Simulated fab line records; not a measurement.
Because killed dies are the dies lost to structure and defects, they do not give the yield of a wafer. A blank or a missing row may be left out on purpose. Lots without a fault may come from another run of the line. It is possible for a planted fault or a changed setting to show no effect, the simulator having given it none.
fab line records | flow n5-finfet
record: lots: 6 wafers: 17 last-day: 17
route steps=1938 shown BEOL_M7@1312 PASSIVATION@1936
lots untouched by any fault: they come from a run of this same line in which no faults occurred
start-h: start of the lot's first displayed wafer, in hours after the record's first day | wait-h: how many hours have passed since the lot's step before this one | " repeats the value in the row above | L1.1+2: a single row standing in for several wafers | - no value, or no start was given | * or withheld: withheld | < > ~ a bound
route shown NAME@n: NAME is a module with steps in the file, n the number in the route of the first one | usual: the fault-free wafers' mean and standard deviation | same: alike in all rows | chamber/n: place in a boat | sites: per-site readings | _std_site: their standard deviation | _edge_site: inner sites' mean taken away from outer sites' mean | radius-mm: how far each site lies from the wafer's centre | mask NAME#n: copy n | behind: the last tool/chamber to shape the wafer | hold: the reason the lot was held/the length of the hold in hours/how it ended | device: the transistor (n, p or np) that didn't switch | end of line: the same wafers' tests at the end of the route | a step given without rows: its recipe and nothing more | killed: dies lost to structure and defects at the first sort, not the wafer's yield | map: a wafer's dies, x killed, . not, _ none there
set.NAME: the run value of the setting; set.NAME@STEP: its run value at that earlier step | model.NAME: the simulator's own value behind a step, which no gauge read
lots seen at some steps along the route; tables by step, rows by wafer
services: the hour from which a tool's chamber was out of use, counted from the record's first day as start-h (under 0 if before that day), plus the number of hours and why
== steps ==
step: N5_BEOL_M7_HM_STRIP_39
recipe: chemistry: peroxide-tin-strip material: TiN target-depth-a: 250 temp-c: 50 time-s: 158
step: N5_BEOL_M7_SRD_40
recipe: time-s: 30 temp-c: 23 rinse-liquid: diw dry: ipa-marangoni
step: N5_BEOL_M7_PRECLEAN_42
recipe: chemistry: residue-remover time-s: 60 temp-c: 40
step: N5_BEOL_M7_SRD_43
recipe: time-s: 30 temp-c: 23 rinse-liquid: diw dry: ipa-marangoni
step: N5_BEOL_M7_CD_MEAS_35
recipe: target-cd-nm: 40 polarity: opening
usual: cd-nm: 40.2/0.66
columns lot.wafer tool chamber start-h wait-h cd-nm
L980.1 cd-sem-01 - 201.52 0.0 39.2
L980.4 " - " " 39.4
L980.6 " - " " 40.7
L983.4 cd-sem-01 - 215.18 0.0 38.4
L983.5 " - " " 39.0
L984.1 cd-sem-01 - 219.70 0.0 40.7
L984.4 " - " " 40.1
L984.5 " - " " 40.6
L987.2 cd-sem-02 - 246.03 0.0 39.6
L987.4 " - " " 40.4
L987.5 " - " " 40.6
L996.1 cd-sem-01 - 287.67 0.0 40.6
L996.2 " - " " 40.6
L996.6 " - " " 40.3
L998.3 cd-sem-02 - 309.06 0.0 40.5
L998.4 " - " " 39.9
L998.6 " - " " 40.2
step: N5_BEOL_M7_CURE_75
recipe: temp-c: 370 time-s: 120 ambient: DMADMS/He material: SiCOH_lowk
step: N5_BEOL_M7_DEGAS_44
recipe: ambient: vacuum temp-c: 250 time-s: 60
usual: heater-power-w: 322/39
columns lot.wafer tool chamber start-h wait-h heater-power-w
L980.1 pvd-sputter-02 - 201.97 0.4 380
L980.4 " - " " 291
L980.6 " - " " 267
L983.4 pvd-sputter-01 - 215.68 0.3 328
L983.5 " - " " 316
L984.1 pvd-sputter-02 - 220.34 0.6 359
L984.4 " - " " 284
L984.5 " - " " 284
L987.2 pvd-sputter-03 - 246.49 0.3 383
L987.4 " - " " 345
L987.5 " - " " 342
L996.1 pvd-sputter-01 - 288.06 0.3 320
L996.2 " - " " 351
L996.6 " - " " 338
L998.3 pvd-sputter-03 - 309.55 0.2 397
L998.4 " - " " 268
L998.6 " - " " 283
step: N5_BEOL_M7_PRE_CLEAN_45
recipe: gas: H2/He time-s: 30 temp-c: 250
usual: heater-power-w: 322/39
columns lot.wafer tool chamber start-h wait-h heater-power-w
L980.1 pvd-sputter-02 - 202.01 0.0 371
L980.4 " - " " 290
L980.6 " - " " 268
L983.4 pvd-sputter-01 - 215.72 0.0 315
L983.5 " - " " 312
L984.1 pvd-sputter-02 - 220.38 0.0 353
L984.4 " - " " 291
L984.5 " - " " 297
L987.2 pvd-sputter-03 - 246.53 0.0 375
L987.4 " - " " 351
L987.5 " - " " 349
L996.1 pvd-sputter-01 - 288.10 0.0 317
L996.2 " - " " 337
L996.6 " - " " 336
L998.3 pvd-sputter-03 - 309.59 0.0 384
L998.4 " - " " 276
L998.6 " - " " 284
step: N5_BEOL_M7_ALD_77
recipe: material: TaN target-thk-a: 20 temp-c: 275 ald-precursor-family: PDMAT ald-co-reactant: NH3 pressure-torr: 3 carrier-flow-sccm: 1500 pulse-time-s: 2 purge-time-s: 3 co-reactant-purge-time-s: 2 co-reactant-pulse-time-s: 3 ald-cycles: 40 precursor-vessel-temp-c: 75 precursor-vessel-pressure-torr: 26.25 precursor-vessel-carrier-sccm: 1000
usual: chamber-pressure-Torr: 2.999/0.0064 heater-power-w: 408/50 precursor-vessel-temp-c: 75.00/0.13
columns lot.wafer tool chamber start-h wait-h chamber-pressure-Torr heater-power-w precursor-vessel-temp-c
L980.1 ald-metal-02 2 202.07 0.0 3.006 420 74.82
L980.4 " 3 " " 3.001 406 75.07
L980.6 " 2 " " 2.993 417 74.89
L983.4 ald-metal-03 0 215.80 0.1 3.011 423 74.90
L983.5 " 2 " " 3.004 322 75.01
L984.1 ald-metal-03 2 220.44 0.0 2.995 310 75.01
L984.4 " 0 " " 2.999 415 75.10
L984.5 " 2 " " 3.004 311 74.87
L987.2 ald-metal-02 1 246.59 0.0 3.003 365 75.11
L987.4 " 0 " " 3.011 503 74.79
L987.5 " 1 " " 3.002 356 74.91
L996.1 ald-metal-04 3 288.16 0.0 2.999 390 75.00
L996.2 " 2 " " 2.991 389 74.88
L996.6 " 0 " " 3.002 496 74.86
L998.3 ald-metal-04 0 309.70 0.1 2.989 486 74.83
L998.4 " 1 " " 2.993 436 75.05
L998.6 " 2 " " 3.012 390 75.10
step: N5_BEOL_M7_SURFACE_TREAT_79
recipe: gas: Ar time-s: * ion-energy-ev: * ion-current-ma-cm2: 0.5 pressure-mtorr: * ar-flow-sccm: 30
usual: throttle-valve-pct: *
columns lot.wafer tool chamber start-h wait-h throttle-valve-pct
L980.1 pvd-sputter-02 - 202.53 0.3 *
L980.4 " - " " *
L980.6 " - " " *
L983.4 pvd-sputter-01 - 216.12 0.2 *
L983.5 " - " " *
L984.1 pvd-sputter-02 - 220.84 0.3 *
L984.4 " - " " *
L984.5 " - " " *
L987.2 pvd-sputter-01 - 246.89 0.2 *
L987.4 " - " " *
L987.5 " - " " *
L996.1 pvd-sputter-02 - 288.48 0.2 *
L996.2 " - " " *
L996.6 " - " " *
L998.3 pvd-sputter-01 - 310.06 0.2 *
L998.4 " - " " *
L998.6 " - " " *
step: N5_BEOL_M7_CVD_78
recipe: material: Co target-thk-a: 20 temp-c: withheld precursor: CCTBA/H2 pressure-torr: 30 time-s: 142.3
step: N5_BEOL_M7_SPUTTER_48
recipe: material: Cu target-thk-a: 100 temp-c: -20 bias-v: 60 power-w: 26000 chamber-pressure-pa: 0.13 time-s: 1.667
usual: bias-v: 60.1/0.63 substrate-temp-c: -19.98/0.094 throttle-valve-pct: 30.1/0.62
columns lot.wafer tool chamber start-h wait-h bias-v substrate-temp-c throttle-valve-pct
L980.1 pvd-sputter-01 - 202.78 0.1 61.0 -19.91 29.3
L980.4 " - " " 58.8 -20.01 30.4
L980.6 " - " " 59.3 -20.08 30.5
L983.4 pvd-sputter-01 - 216.40 0.1 59.2 -19.94 30.5
L983.5 " - " " 60.3 -20.05 30.2
L984.1 pvd-sputter-02 - 221.04 0.1 60.8 -20.02 30.2
L984.4 " - " " 60.2 -20.01 30.6
L984.5 " - " " 60.4 -19.86 30.2
L987.2 pvd-sputter-02 - 247.19 0.2 60.2 -20.04 30.2
L987.4 " - " " 59.8 -19.92 30.1
L987.5 " - " " 59.4 -19.90 30.8
L996.1 pvd-sputter-03 - 290.39 1.7 59.9 -19.93 30.0
L996.2 " - " " 60.0 -19.91 30.4
L996.6 " - " " 59.7 -20.05 28.9
L998.3 pvd-sputter-02 - 310.23 0.1 59.3 -19.80 29.3
L998.4 " - " " 60.4 -20.08 30.1
L998.6 " - " " 59.8 -19.97 30.1
step: N5_BEOL_M7_ECD_50
recipe: material: Cu target-thk-a: 3000
columns lot.wafer tool chamber start-h wait-h model.Cu_of_BEOL_M7_ECD_50.thk-nm
L980.1 ecd-cu-02 0 202.90 0.1 300
L980.4 " 0 " " 299
L980.6 " 0 " " 297.4
L983.4 ecd-cu-02 1 216.54 0.1 412.2
L983.5 " 0 " " 300.6
L984.1 ecd-cu-02 0 221.16 0.1 300.4
L984.4 " 0 " " 416
L984.5 " 1 " " 299.6
L987.2 ecd-cu-01 0 247.31 0.1 297.4
L987.4 " 0 " " 298.2
L987.5 " 1 " " 300.8
L996.1 ecd-cu-01 1 290.51 0.1 304.2
L996.2 " 0 " " 302
L996.6 " 0 " " 302.4
L998.3 ecd-cu-02 1 310.37 0.1 304
L998.4 " 0 " " 302.2
L998.6 " 1 " " 299
step: N5_BEOL_M7_ANNEAL_51
recipe: temp-c: 225 time-s: 90 ambient: N2
step: N5_BEOL_M7_CMP_52
recipe: stop-on: SiCOH_lowk t-overpolish-s: 6.9 down-force-psi: 1 platen-rpm: 50 clearing-platen-down-force-psi: 1.5 clearing-platen-rpm: 50 post-cmp-clean: cu-alkaline target-thk-nm: 80 clearing-platen-pad-velocity-m-s: 0.99484 pad-velocity-m-s: 0.99484
usual: motor-current-A: 6.2/0.58 retaining-ring-pressure-frac: 1.000/0.0047 time-to-endpoint-s: 64/3.3
columns lot.wafer tool chamber start-h wait-h motor-current-A retaining-ring-pressure-frac time-to-endpoint-s
L980.4 cmp-03 0 203.36 0.2 6.0 1.003 62
L980.1 " 1 " " 6.8 1.000 66
L980.6 " 3 " " 7.1 1.010 62
L983.4 cmp-02 1 217.13 0.1 6.4 0.997 88
L983.5 " 1 " " 6.3 0.999 65
L984.1 cmp-02 2 221.67 0.4 6.4 0.994 68
L984.4 " 0 " " 5.9 1.003 92
L984.5 " 3 " " 5.6 0.999 62
L987.4 cmp-02 0 248.07 0.2 5.6 1.004 65
L987.2 " 2 " " 6.5 1.005 66
L987.5 " 3 " " 5.2 0.991 60
L996.2 cmp-03 3 290.94 0.2 7.0 1.003 62
L996.1 " 1 " " 7.0 1.000 67
L996.6 " 3 " " 7.2 1.007 63
L998.3 cmp-03 1 312.39 0.2 7.0 1.000 66
L998.4 " 3 " " 6.8 1.004 66
L998.6 " 1 " " 7.1 1.007 66
step: N5_BEOL_M7_THK_MEAS_53
recipe: thk-meas-gauge: xrf reads: Cu_of_BEOL_M7_ECD_50
usual: M7_THK: 79.8/2.4
columns lot.wafer tool chamber start-h wait-h M7_THK[nm]
L980.1 film-metro-02 - 203.62 - 80.3
L980.4 " - " " 80.7
L980.6 " - " " 79.1
L983.4 film-metro-01 - 217.43 - 77.2
L983.5 " - " " 80.1
L984.1 film-metro-02 - 221.96 - 79.0
L984.4 " - " " 77.5
L984.5 " - " " 76.6
L987.2 film-metro-02 - 248.32 - 83.7
L987.4 " - " " 83.4
L987.5 " - " " 81.4
L996.1 film-metro-02 - 291.19 - 80.8
L996.2 " - " " 82.3
L996.6 " - " " 82.2
L998.3 film-metro-02 - 312.69 - 82.8
L998.4 " - " " 81.7
L998.6 " - " " 84.0
step: N5_PASSIVATION_PROBE_49
usual: defect-limited-yield: 91.4/1.5 killed_at_M0_to_M3: 34/12 killed_at_M4_up: 12/4.9 killed-at-contacts: 13/7.2 killed-at-front-end: 39/12 killed-at-other: 3.7/2.9 killed-dies: 101/18 killed-open: 67/14 killed-short: 33/7.2 sort_bin_4_leakage: 0.00/0.022 sort_bin_5_function: 5.1/0.97 sort_bin_6_memory: 3.2/0.67 sort-n-pass: 1079/17 sort-yield-pct: 91.4/1.5
same: gross-dies: 1180 killed-at-back-side: 0 sort_bin_8_speed[%]: 0
columns lot.wafer tool chamber start-h wait-h defect-limited-yield[%] killed_at_M0_to_M3 killed_at_M4_up killed-at-contacts killed-at-front-end killed-at-other killed-dies killed-open killed-short sort_bin_4_leakage[%] sort_bin_5_function[%] sort_bin_6_memory[%] sort-n-pass sort-yield-pct[%]
L980.1 prober-01 - 282.27 0.0 92.0 40 8 17 27 2 94 67 25 0 4.8 2.8 1086 92.0
L980.4 prober-01 - 282.42 0.2 90.9 43 6 14 41 3 107 70 36 0 5.5 3.0 1073 90.9
L980.6 prober-01 - 282.52 0.3 91.9 58 5 9 21 2 95 65 28 0 5.3 2.4 1085 91.9
killed by level:class
L980.1 BEOL_M2:geometric-particle:open=16 MOL_CONTACT_COAG:geometric-particle:open=13 BEOL_M3:geometric-particle:open=6 STI_FIN_REVEAL:geometric-particle:open=5 MOL_CONTACT_COAG:geometric-particle:short=4 BEOL_M0:geometric-particle:open=4 STARTING-WAFER:geometric-particle:short=4 STARTING-WAFER:geometric-particle:open=4
L980.4 BEOL_M2:geometric-particle:open=16 BEOL_M3:geometric-particle:open=12 MOL_CONTACT_COAG:geometric-particle:open=11 FIN_SAQP:geometric-particle:short=10 FIN_SAQP:geometric-particle:open=9 STI_FIN_REVEAL:geometric-particle:open=4 BEOL_M2:geometric-particle:short=4 DUMMY_GATE:geometric-particle:open=3
L980.6 BEOL_M1:geometric-particle:open=11 BEOL_M2:geometric-particle:open=11 BEOL_M3:geometric-particle:open=8 BEOL_M0_SAQP:geometric-particle:open=7 BEOL_M0_SAQP:geometric-particle:short=7 MOL_CONTACT_COAG:geometric-particle:open=6 BEOL_M2:geometric-particle:short=5 STI_FIN_REVEAL:geometric-particle:open=4
== services ==
columns tool chamber start-h hours kind
cmp-03 - 183.45 1.4 repair
cmp-03 - 207.09 2.5 repair
cmp-03 - 217.92 4.0 pm
cmp-03 - 221.92 - consumable-replace:conditioner
cmp-03 - 221.92 - consumable-replace:pad
ald-metal-04 - 242.66 2.8 pm
ecd-cu-02 - 244.27 4.9 repair
cmp-02 - 244.99 0.4 repair
cmp-03 - 245.88 0.4 repair
ecd-cu-02 - 250.75 1.8 repair
ecd-cu-01 - 261.91 2.2 repair
cmp-02 - 300.87 5.9 repair
== key ==
first-sign: step: N5_BEOL_M7_CMP_52 reading: time-to-endpoint-s direction: up sigmas: 7.9 usual: * struck: *
effect none on later readings
model-effect: step: N5_BEOL_M7_ECD_50 value: Cu_of_BEOL_M7_ECD_50.thk-nm without: 299.9 struck: 414.1
met-at N5_BEOL_M7_ECD_50
struck-wafers L983.4,L984.4
onset-between 202.90 216.54
fault: kind: process-parameter-drift tool: ecd-cu-02 chamber: - onset-h: 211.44 steps: N5_BEOL_M7_ECD_50 channel: target-thk-a offset: * shape: step end-h: 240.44 scope: struck-wafers-only acts-in: * stated: *
